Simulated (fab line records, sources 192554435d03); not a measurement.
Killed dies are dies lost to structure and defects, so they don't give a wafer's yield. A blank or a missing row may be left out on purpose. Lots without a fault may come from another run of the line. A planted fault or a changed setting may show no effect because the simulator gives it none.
fab line records | flow n5_finfet | part 2 of 2: steps 24 to 29 of 29
record lots=5 wafers=15 last_day=17
route steps=1938 shown BEOL_M2@853
lots that met no fault: from a run of the same line without faults
start_h: hours from the record's first day to the start of the lot's first wafer shown | wait_h: hours since the lot's step before | " the same as in the row above | L1.1+2: a row that stands for several wafers | - no value, or no start given | * or withheld: withheld | < > ~ a bound
route shown NAME@n: a module of which the file shows steps, and the number in the route of the first | usual: mean/standard deviation of fault-free wafers | same: alike in all rows | chamber/n: place in a boat | sites: the reading at each site | _std_site: their standard deviation | _edge_site: outer sites' mean less inner sites' | radius_mm: how far each site lies from the wafer's centre | mask NAME#n: copy n | behind: the tool/chamber that last shaped the wafer | hold: why the lot was held/for how many hours/how that ended | device: the transistor (n, p or np) that didn't switch | end of line: the same wafers' tests at the end of the route | a step without rows: its recipe alone | killed: dies lost to structure and defects at the first sort, not the wafer's yield | map: a wafer's dies, x killed, . not, _ none there
set.NAME: the setting as run; set.NAME@STEP: as run at that earlier step | model.NAME: the simulator's own value behind a step, which no gauge read
lots at some steps of the route; a table a step, a row a wafer
services: from which hour (start_h, from the record's first day; less than 0 if before it) a tool's chamber was out of use, for how many hours, and why
## steps
# step N5_BEOL_M2_CD_MEAS_28
# recipe target_cd_nm=26.2 landing_energy_ev=500 detector=se_inlens target_cd_y_nm=24.1 polarity=opening
# usual cd_nm=26.13/0.23
# columns lot.wafer tool chamber start_h wait_h cd_nm
L077.2 cd_sem-02 0 147.95 - 26.00
L077.3 " 0 " " 26.26
L077.6 " 0 " " 26.16
L085.1 cd_sem-02 0 207.34 - 26.12
L085.5 " 0 " " 26.30
L085.6 " 0 " " 26.40
L087.2 cd_sem-02 0 220.08 - 26.19
L087.3 " 0 " " 25.81
L087.4 " 0 " " 25.90
L092.1 cd_sem-03 0 243.25 - 26.33
L092.3 " 0 " " 25.97
L092.6 " 0 " " 26.00
L095.2 cd_sem-02 0 255.92 - 26.14
L095.3 " 0 " " 26.22
L095.5 " 0 " " 25.76
# step N5_BEOL_M2_OVL_MEAS_29
# recipe points_per_wafer=522
# usual V1_OVL=1.1/0.65
# same points_per_wafer=522
# columns lot.wafer tool chamber start_h wait_h V1_OVL[nm]
L077.2 overlay-01 0 147.98 0.0 1.0
L077.3 " 0 " " 0.5
L077.6 " 0 " " 0.9
L085.1 overlay-02 0 207.37 0.0 1.3
L085.5 " 0 " " 0.4
L085.6 " 0 " " -0.2
L087.2 overlay-01 0 220.12 0.0 0.3
L087.3 " 0 " " 0.5
L087.4 " 0 " " 0.8
L092.1 overlay-02 0 243.28 0.0 2.6
L092.3 " 0 " " 1.2
L092.6 " 0 " " 1.3
L095.2 overlay-02 0 255.96 0.0 0.1
L095.3 " 0 " " -0.3
L095.5 " 0 " " 0.5
# step N5_BEOL_M2_INSPECT_30
# recipe mode=adi inspect_instrument=brightfield
# usual raw_defect_count=467/130
# columns lot.wafer tool chamber start_h wait_h raw_defect_count
L077.2 defect_inspect-01 - 148.04 0.0 347
L077.3 " - " " 426
L077.6 " - " " 407
L085.1 defect_inspect-02 - 207.43 0.1 601
L085.5 " - " " 669
L085.6 " - " " 558
L087.2 defect_inspect-01 - 220.17 0.0 521
L087.3 " - " " 607
L087.4 " - " " 412
L092.1 defect_inspect-01 - 243.34 0.1 411
L092.3 " - " " 375
L092.6 " - " " 531
L095.2 defect_inspect-02 - 256.01 0.0 519
L095.3 " - " " 453
L095.5 " - " " 435
# step N5_BEOL_M2_DESCUM_33
# recipe chemistry=O2 time_s=7 source_power_w=50 bias_power_w=20 pressure_mtorr=20 rf_frequency_hz=2.712e+07 temp_c=40 resist=CAR-EUV o2_flow_sccm=225
# usual drypump_motor_current_A=5.9/0.47 o2_flow_sccm=225.0/0.63 oes_product_au=0.77/0.067 rf_vpp_V=243.1/1.2 showerhead_plenum_p_Torr=2.10/0.057 throttle_valve_pct=20.52/0.22
# columns lot.wafer tool chamber start_h wait_h drypump_motor_current_A o2_flow_sccm oes_product_au rf_hours_counter_h rf_vpp_V showerhead_plenum_p_Torr throttle_valve_pct
L077.2 rie_diel-01 3 148.07 0.0 6.7 224.9 0.71 219 244.3 2.16 20.72
L077.3 " 0 " " 5.9 224.3 0.75 158 241.8 1.99 20.16
L077.6 " 1 " " 6.2 224.2 0.86 - 244.0 2.14 20.68
L085.1 rie_diel-02 0 207.73 0.3 6.2 225.2 0.89 30 243.2 2.14 20.34
L085.5 " 0 " " 6.2 225.3 0.89 - 244.8 2.14 20.35
L085.6 " 3 " " 5.2 225.6 0.71 - 243.5 2.09 20.36
L087.2 rie_diel-01 1 220.20 0.0 6.2 224.6 0.83 90 243.1 2.13 20.72
L087.3 " 3 " " 6.7 225.8 0.69 247 244.9 2.15 20.79
L087.4 " 0 " " 5.9 224.1 0.73 186 242.4 1.98 20.21
L092.1 rie_diel-01 2 243.43 0.1 5.6 224.3 0.75 133 242.4 2.02 20.63
L092.3 " 0 " " 5.9 226.3 0.73 195 241.5 1.98 20.21
L092.6 " 2 " " 5.6 225.0 0.75 - 242.6 2.02 20.63
L095.2 rie_diel-04 2 256.13 0.1 6.0 225.8 0.76 130 241.7 2.09 20.08
L095.3 " 1 " " 5.5 224.1 0.79 118 242.4 2.09 20.58
L095.5 " 3 " " 5.6 223.4 0.94 - 244.4 2.15 20.60
# step N5_BEOL_M2_ETCH_77
# recipe chemistry=N2/H2 target=underlayer target_depth_a=65 mask_material=CAR-EUV time_s=5.2 ion_energy_ev=200 pressure_mtorr=30 source_w=840 bias_w=150 n2_flow_sccm=200 h2_flow_sccm=200 ends=cleared
# usual drypump_motor_current_A=5.9/0.47 etch_rf_on_time_s=5.25/0.11 oes_product_au=0.66/0.058 rf_vpp_V=524.0/2.2 showerhead_plenum_p_Torr=2.54/0.061 throttle_valve_pct=17.90/0.2
# columns lot.wafer tool chamber start_h wait_h drypump_motor_current_A etch_rf_on_time_s oes_product_au rf_hours_counter_h rf_vpp_V showerhead_plenum_p_Torr throttle_valve_pct
L077.2 rie_diel-01 3 148.10 0.0 6.7 5.38 0.61 219 527.3 2.60 17.98
L077.3 " 0 " " 5.9 5.41 0.64 158 520.0 2.44 17.82
L077.6 " 1 " " 6.2 5.13 0.74 - 526.0 2.59 18.02
L085.1 rie_diel-02 0 207.76 0.0 6.2 5.29 0.74 30 523.8 2.59 17.68
L085.5 " 0 " " 6.2 5.35 0.74 - 526.3 2.59 17.65
L085.6 " 3 " " 5.3 5.29 0.60 - 524.9 2.51 17.67
L087.2 rie_diel-01 1 220.24 0.0 6.2 5.13 0.70 90 524.5 2.58 18.10
L087.3 " 3 " " 6.7 5.30 0.59 247 527.4 2.59 18.00
L087.4 " 0 " " 5.9 5.37 0.62 186 520.0 2.43 17.89
L092.1 rie_diel-01 2 243.47 0.0 5.6 5.32 0.63 133 521.8 2.45 18.15
L092.3 " 0 " " 5.9 5.38 0.60 195 521.1 2.42 17.90
L092.6 " 2 " " 5.6 5.31 0.64 - 518.9 2.45 18.12
L095.2 rie_diel-04 2 256.17 0.0 5.9 5.24 0.64 130 524.2 2.55 17.66
L095.3 " 1 " " 5.6 5.04 0.68 118 524.1 2.56 18.10
L095.5 " 3 " " 5.6 5.05 0.83 - 524.5 2.58 17.70
# step N5_BEOL_M2_ETCH_69
# recipe chemistry=CF4 target=SiARC target_depth_a=156 mask_material=CAR-EUV time_s=26 ion_energy_ev=80 pressure_mtorr=40 source_w=545 bias_w=36 Ar_flow_sccm=100 cf4_flow_sccm=100 ends=cleared
# usual drypump_motor_current_A=5.9/0.46 etch_rf_on_time_s=26.2/0.58 oes_product_au=0.66/0.057 rf_vpp_V=184.1/1 showerhead_plenum_p_Torr=2.15/0.058 throttle_valve_pct=15.70/0.19
# columns lot.wafer tool chamber start_h wait_h drypump_motor_current_A etch_rf_on_time_s oes_product_au rf_hours_counter_h rf_vpp_V showerhead_plenum_p_Torr throttle_valve_pct
L077.2 rie_diel-01 3 148.12 0.0 6.7 26.6 0.61 219 185.0 2.21 15.94
L077.3 " 0 " " 5.9 26.7 0.63 158 183.3 2.05 15.42
L077.6 " 1 " " 6.2 25.6 0.74 - 184.3 2.18 15.70
L085.1 rie_diel-02 0 207.78 0.0 6.1 26.9 0.75 30 185.7 2.19 15.54
L085.5 " 0 " " 6.2 26.8 0.74 - 183.7 2.19 15.53
L085.6 " 3 " " 5.2 26.6 0.60 - 185.1 2.14 15.63
L087.2 rie_diel-01 1 220.25 0.0 6.2 26.3 0.70 90 184.5 2.17 15.77
L087.3 " 3 " " 6.6 27.0 0.59 247 184.9 2.20 16.00
L087.4 " 0 " " 5.9 27.3 0.60 186 183.4 2.04 15.50
L092.1 rie_diel-01 2 243.48 0.0 5.6 27.2 0.63 133 183.2 2.05 15.66
L092.3 " 0 " " 5.9 27.4 0.60 195 182.6 2.04 15.50
L092.6 " 2 " " 5.6 27.1 0.63 - 184.8 2.05 15.65
L095.2 rie_diel-04 2 256.19 0.0 6.0 26.4 0.65 130 185.5 2.14 15.39
L095.3 " 1 " " 5.6 25.1 0.68 118 184.2 2.15 15.75
L095.5 " 3 " " 5.6 25.5 0.82 - 184.7 2.20 15.70
## services
# columns tool chamber start_h hours kind
euv_scanner-01 - 123.37 4.6 pm
litho_track-05 - 131.42 - consumable_replace:filter
rie_diel-04 3 149.90 3.7 repair
rie_diel-02 2 165.11 1.6 repair
euv_scanner-02 0 165.31 - calibration
rie_metal-02 0 166.26 7.7 repair
euv_scanner-02 - 167.02 1.0 pm
rie_diel-02 1 169.68 5.5 repair
rie_diel-04 3 174.05 - clean
rie_diel-04 3 174.05 - consumable_replace:focus_ring
rie_diel-04 3 174.05 32.0 scheduled_down
rie_diel-04 3 174.05 32.0 vent_cycle
rie_diel-02 - 176.27 14.6 pm
euv_scanner-01 - 183.78 1.0 pm
rie_diel-04 0 192.97 14.7 repair
euv_scanner-01 0 197.21 - calibration
rie_metal-02 1 198.86 9.7 repair
euv_scanner-02 - 202.63 4.6 pm
euv_scanner-02 - 215.27 0.1 repair
euv_scanner-02 - 223.17 1.0 pm
euv_scanner-01 - 228.10 1.5 repair
euv_scanner-01 - 239.93 1.0 pm
rie_diel-01 3 242.29 6.0 repair
euv_scanner-02 - 249.57 12.0 pm
